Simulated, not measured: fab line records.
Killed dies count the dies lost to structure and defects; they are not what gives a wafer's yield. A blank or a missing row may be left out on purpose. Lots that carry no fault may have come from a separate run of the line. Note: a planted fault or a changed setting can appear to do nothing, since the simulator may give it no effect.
Chamber matching :: flow n5_finfet :: rie_si-03 running N5_BEOL_M0_SAQP_MANDREL1_REMOVE_100: 4 sister chambers
The step chemistry HBr/Cl2/O2, target a-Si, stops on SiNx, bt time 10 s. 8 wafers are shown with their chamber, then 10 later ones without.

## WAFERS PAIRED WITH THEIR CHAMBERS
wafer: L079.6
chamber: 0
throttle_valve_pct (%): 36.90
drypump_motor_current_A (A): 5.8

wafer: L085.3
chamber: 1
throttle_valve_pct (%): 37.15
drypump_motor_current_A (A): 5.5

wafer: L085.6
chamber: 0
throttle_valve_pct (%): 36.91
drypump_motor_current_A (A): 5.8

wafer: L087.1
chamber: 3
throttle_valve_pct (%): 36.62
drypump_motor_current_A (A): 6.2

wafer: L087.3
chamber: 2
throttle_valve_pct (%): 36.94
drypump_motor_current_A (A): 5.8

wafer: L087.6
chamber: 1
throttle_valve_pct (%): 37.15
drypump_motor_current_A (A): 5.5

wafer: L089.2
chamber: 2
throttle_valve_pct (%): 36.94
drypump_motor_current_A (A): 5.9

wafer: L089.3
chamber: 3
throttle_valve_pct (%): 36.61
drypump_motor_current_A (A): 6.2

## WAFERS WITHOUT THEIR CHAMBER
wafer: L089.4
throttle_valve_pct (%): 37.14
drypump_motor_current_A (A): 5.5

wafer: L091.3
throttle_valve_pct (%): 36.60
drypump_motor_current_A (A): 6.2

wafer: L091.5
throttle_valve_pct (%): 36.92
drypump_motor_current_A (A): 5.9

wafer: L091.6
throttle_valve_pct (%): 36.61
drypump_motor_current_A (A): 6.2

wafer: L093.1
throttle_valve_pct (%): 36.93
drypump_motor_current_A (A): 5.9

wafer: L093.2
throttle_valve_pct (%): 37.14
drypump_motor_current_A (A): 5.6

wafer: L093.4
throttle_valve_pct (%): 36.60
drypump_motor_current_A (A): 6.2

wafer: L094.1
throttle_valve_pct (%): 36.91
drypump_motor_current_A (A): 5.8

wafer: L094.2
throttle_valve_pct (%): 36.63
drypump_motor_current_A (A): 6.2

wafer: L094.5
throttle_valve_pct (%): 36.90
drypump_motor_current_A (A): 5.8

## WHICH CHAMBER EACH ONE RAN IN
wafer: L089.4
from the rows above: 1
in truth: 1

wafer: L091.3
from the rows above: 3
in truth: 3

wafer: L091.5
from the rows above: can't be placed: 0 or 2
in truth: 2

wafer: L091.6
from the rows above: 3
in truth: 3

wafer: L093.1
from the rows above: 2
in truth: 2

wafer: L093.2
from the rows above: 1
in truth: 1

wafer: L093.4
from the rows above: 3
in truth: 3

wafer: L094.1
from the rows above: 0
in truth: 0

wafer: L094.2
from the rows above: 3
in truth: 3

wafer: L094.5
from the rows above: 0
in truth: 0
Placed correctly: 9 of 10. These rows do not allow placing 1 (true chamber among the candidates in 1). Wrongly placed: 0.
How it was worked out, from the rows above alone: a wafer's distance from a chamber is the root of the sum, over the readings, of the square of ((its reading less the chamber's mean) divided by the reading's scatter). The wafer belongs to the nearest chamber; if the next one is less than 2 further off, it can't be placed. The mean given for a chamber averages the wafers shown for that chamber. The scatter: the root of (the sum of the squares of (reading less its chamber's mean) over the shown wafers, divided by (wafers less chambers)).
